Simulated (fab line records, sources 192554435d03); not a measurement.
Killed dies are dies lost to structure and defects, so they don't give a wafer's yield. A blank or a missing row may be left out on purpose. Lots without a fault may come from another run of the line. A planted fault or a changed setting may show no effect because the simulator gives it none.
fab line records | flow n5_finfet
record lots=13 wafers=37 last_day=19
route steps=1938 shown BEOL_M5@1170
lots that met no fault: from a run of the same line without faults
start_h: hours from the record's first day to the start of the lot's first wafer shown | wait_h: hours since the lot's step before | " the same as in the row above | L1.1+2: a row that stands for several wafers | - no value, or no start given | * or withheld: withheld | < > ~ a bound
route shown NAME@n: a module of which the file shows steps, and the number in the route of the first | usual: mean/standard deviation of fault-free wafers | same: alike in all rows | chamber/n: place in a boat | sites: the reading at each site | _std_site: their standard deviation | _edge_site: outer sites' mean less inner sites' | radius_mm: how far each site lies from the wafer's centre | mask NAME#n: copy n | behind: the tool/chamber that last shaped the wafer | hold: why the lot was held/for how many hours/how that ended | device: the transistor (n, p or np) that didn't switch | end of line: the same wafers' tests at the end of the route | a step without rows: its recipe alone | killed: dies lost to structure and defects at the first sort, not the wafer's yield | map: a wafer's dies, x killed, . not, _ none there
set.NAME: the setting as run; set.NAME@STEP: as run at that earlier step | model.NAME: the simulator's own value behind a step, which no gauge read
steps of the route over a sample of lots; a table a step, a row a wafer
services: from which hour (start_h, from the record's first day; less than 0 if before it) a tool's chamber was out of use, for how many hours, and why
## steps
# step N5_BEOL_M5_DEGAS_44
# recipe ambient=vacuum temp_c=250 time_s=60
# usual heater_power_w=333/34
# columns lot.wafer tool chamber start_h wait_h heater_power_w
L719.1 pvd_sputter-01 - 168.33 0.5 380
L719.3 " - " " 337
L719.5 " - " " 330
L722.1 pvd_sputter-03 - 185.17 0.4 315
L722.4 " - " " 288
L722.6 " - " " 320
L721.1 pvd_sputter-02 - 191.66 0.3 295
L721.4 " - " " 388
L721.6 " - " " 385
L723.2 pvd_sputter-03 - 205.28 2.2 317
L723.4 " - " " 329
L723.6 " - " " 319
L725.1 pvd_sputter-03 - 229.34 2.0 295
L725.3 " - " " 321
L725.5 " - " " 325
L727.1 pvd_sputter-01 - 232.66 2.3 322
L727.4 " - " " 317
L727.5 " - " " 371
L728.2 pvd_sputter-02 - 239.46 0.6 294
L728.4 " - " " 328
L728.6 " - " " 384
L730.2 pvd_sputter-01 - 258.98 0.3 310
L730.6 " - " " 368
L732.2 pvd_sputter-03 - 264.26 0.3 326
L732.3 " - " " 286
L735.3 pvd_sputter-01 - 278.25 2.2 327
L735.4 " - " " 320
L735.6 " - " " 385
L740.2 pvd_sputter-02 - 324.68 0.3 305
L740.5 " - " " 323
L740.6 " - " " 295
L741.1 pvd_sputter-01 - 330.02 0.4 379
L741.2 " - " " 328
L741.5 " - " " 384
L742.3 pvd_sputter-01 - 354.33 0.5 308
L742.4 " - " " 386
L742.5 " - " " 312
# step N5_BEOL_M5_ALD_86
# recipe material=TaN target_thk_a=* temp_c=275 ald_precursor_family=PDMAT ald_co_reactant=NH3 pressure_torr=3 carrier_flow_sccm=1500 pulse_time_s=2 purge_time_s=3 co_reactant_purge_time_s=2 co_reactant_pulse_time_s=3 ald_cycles=30 precursor_vessel_temp_c=75 precursor_vessel_pressure_torr=26.25 precursor_vessel_carrier_sccm=1000
# usual heater_power_w=416/49
# same co_reactant_purge_time_s=2
# columns lot.wafer tool chamber start_h wait_h heater_power_w
L719.1 ald_metal-02 0 168.43 0.0 402
L719.3 " 2 " " 376
L719.5 " 2 " " 377
L722.1 ald_metal-01 1 185.41 0.2 366
L722.4 " 0 " " 356
L722.6 " 3 " " 422
L721.1 ald_metal-02 1 191.76 0.0 366
L721.4 " 3 " " 401
L721.6 " 1 " " 372
L723.2 ald_metal-01 1 205.38 0.0 365
L723.4 " 2 " " 442
L723.6 " 2 " " 449
L725.1 ald_metal-01 2 229.44 0.0 446
L725.3 " 0 " " 355
L725.5 " 0 " " 354
L727.1 ald_metal-01 2 232.76 0.0 449
L727.4 " 0 " " 362
L727.5 " 2 " " 443
L728.2 ald_metal-02 3 239.79 0.3 399
L728.4 " 1 " " 372
L728.6 " 0 " " 389
L730.2 ald_metal-02 2 259.10 0.1 383
L730.6 " 1 " " 376
L732.2 ald_metal-04 0 264.36 0.0 472
L732.3 " 1 " " 452
L735.3 ald_metal-02 0 278.35 0.0 394
L735.4 " 3 " " 399
L735.6 " 1 " " 379
L740.2 ald_metal-01 3 324.78 0.0 432
L740.5 " 3 " " 438
L740.6 " 2 " " 440
L741.1 ald_metal-02 2 330.14 0.1 384
L741.2 " 0 " " 399
L741.5 " 0 " " 386
L742.3 ald_metal-04 1 354.44 0.1 440
L742.4 " 3 " " 410
L742.5 " 2 " " 525
# step N5_BEOL_M5_SURFACE_TREAT_87
# recipe gas=Ar time_s=* ion_energy_ev=* ion_current_ma_cm2=0.5 pressure_mtorr=* ar_flow_sccm=30
# usual throttle_valve_pct=*
# columns lot.wafer tool chamber start_h wait_h throttle_valve_pct
L719.1 pvd_sputter-01 - 168.67 0.1 *
L719.3 " - " " *
L719.5 " - " " *
L722.1 pvd_sputter-03 - 185.75 0.2 *
L722.4 " - " " *
L722.6 " - " " *
L721.1 pvd_sputter-02 - 192.03 0.2 *
L721.4 " - " " *
L721.6 " - " " *
L723.2 pvd_sputter-03 - 205.64 0.2 *
L723.4 " - " " *
L723.6 " - " " *
L725.1 pvd_sputter-03 - 229.80 0.3 *
L725.3 " - " " *
L725.5 " - " " *
L727.1 pvd_sputter-01 - 233.00 0.1 *
L727.4 " - " " *
L727.5 " - " " *
L728.2 pvd_sputter-03 - 240.03 0.1 *
L728.4 " - " " *
L728.6 " - " " *
L730.2 pvd_sputter-02 - 259.43 0.2 *
L730.6 " - " " *
L732.2 pvd_sputter-01 - 264.64 0.2 *
L732.3 " - " " *
L735.3 pvd_sputter-01 - 278.59 0.1 *
L735.4 " - " " *
L735.6 " - " " *
L740.2 pvd_sputter-03 - 325.06 0.2 *
L740.5 " - " " *
L740.6 " - " " *
L741.1 pvd_sputter-01 - 330.50 0.3 *
L741.2 " - " " *
L741.5 " - " " *
L742.3 pvd_sputter-01 - 354.67 0.1 *
L742.4 " - " " *
L742.5 " - " " *
# step N5_BEOL_M5_CO_CAP_78
# recipe material=Co target_thk_a=20 temp_c=200 precursor=CCTBA/H2 pressure_torr=30 time_s=102.1
# usual heater_power_w=233/31 run_length_s=124.8/0.56
# columns lot.wafer tool chamber start_h wait_h heater_power_w run_length_s
L719.1 cvd_co-01 2 175.00 0.0 269 124.0
L719.3 " 0 " " 194 125.2
L719.5 " 1 " " 263 124.9
L722.1 cvd_co-02 0 191.51 0.0 254 125.2
L722.4 " 2 " " 194 123.8
L722.6 " 1 " " 226 125.5
L721.1 cvd_co-02 0 197.86 0.0 253 125.2
L721.4 " 1 " " 223 125.5
L721.6 " 0 " " 268 125.4
L723.2 cvd_co-02 0 211.29 0.0 268 125.1
L723.4 " 1 " " 215 126.1
L723.6 " 2 " " 193 124.8
L725.1 cvd_co-02 2 235.31 0.0 194 124.1
L725.3 " 0 " " 261 125.0
L725.5 " 1 " " 223 125.5
L727.1 cvd_co-01 1 238.58 0.0 267 124.8
L727.4 " 2 " " 268 124.2
L727.5 " 1 " " 257 124.9
L728.2 cvd_co-02 0 245.57 0.0 266 124.9
L728.4 " 2 " " 191 123.9
L728.6 " 1 " " 227 125.2
L730.2 cvd_co-01 1 265.13 0.0 266 157.5
L730.6 " 0 " " 198 124.6
L732.2 cvd_co-01 0 270.30 0.0 201 158.1
L732.3 " 1 " " 261 124.4
L735.3 cvd_co-01 1 284.08 0.0 268 124.8
L735.4 " 1 " " 261 157.2
L735.6 " 0 " " 195 124.7
L740.2 cvd_co-02 1 330.65 0.0 226 125.6
L740.5 " 0 " " 268 125.1
L740.6 " 1 " " 225 125.4
L741.1 cvd_co-02 2 335.98 0.0 196 123.9
L741.2 " 0 " " 259 125.9
L741.5 " 1 " " 221 125.6
L742.3 cvd_co-01 2 360.11 0.0 271 125.0
L742.4 " 1 " " 262 124.9
L742.5 " 0 " " 199 125.2
## services
# columns tool chamber start_h hours kind
cvd_co-01 - 167.86 6.9 pm
ald_metal-04 - 185.82 0.5 repair
cvd_co-02 - 210.13 0.5 repair
ald_metal-02 2 210.49 16.6 repair
ald_metal-01 - 234.61 8.7 pm
ald_metal-02 - 270.46 0.3 repair
cvd_co-01 1 294.59 7.7 repair
ald_metal-01 3 300.94 12.0 repair
ald_metal-02 0 302.41 19.9 repair
ald_metal-01 0 303.44 30.8 repair
cvd_co-01 1 333.33 - clean
cvd_co-01 1 333.33 22.0 scheduled_down
cvd_co-01 1 333.33 22.0 vent_cycle
ald_metal-04 - 345.73 6.0 pm
cvd_co-01 - 347.99 6.0 pm
ald_metal-01 2 354.33 - calibration
ald_metal-04 2 355.83 - calibration
## key
first_sign step=N5_BEOL_M5_CO_CAP_78 reading=run_length_s direction=up sigmas=58 usual=* struck=*
effect none on later readings
met_at N5_BEOL_M5_CO_CAP_78
struck_lots L730,L732,L735
struck_wafers L730.2,L732.2,L735.4
not_acting_at N5_BEOL_M5_DEGAS_44,N5_BEOL_M5_ALD_86,N5_BEOL_M5_SURFACE_TREAT_87
onset_between 238.58 265.13
fault kind=process_parameter_drift tool=cvd_co-01 chamber=- onset_h=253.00 steps=N5_BEOL_M5_CO_CAP_78 channel=time_s offset=* shape=step end_h=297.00 scope=struck_wafers_only acts_in=* stated=*
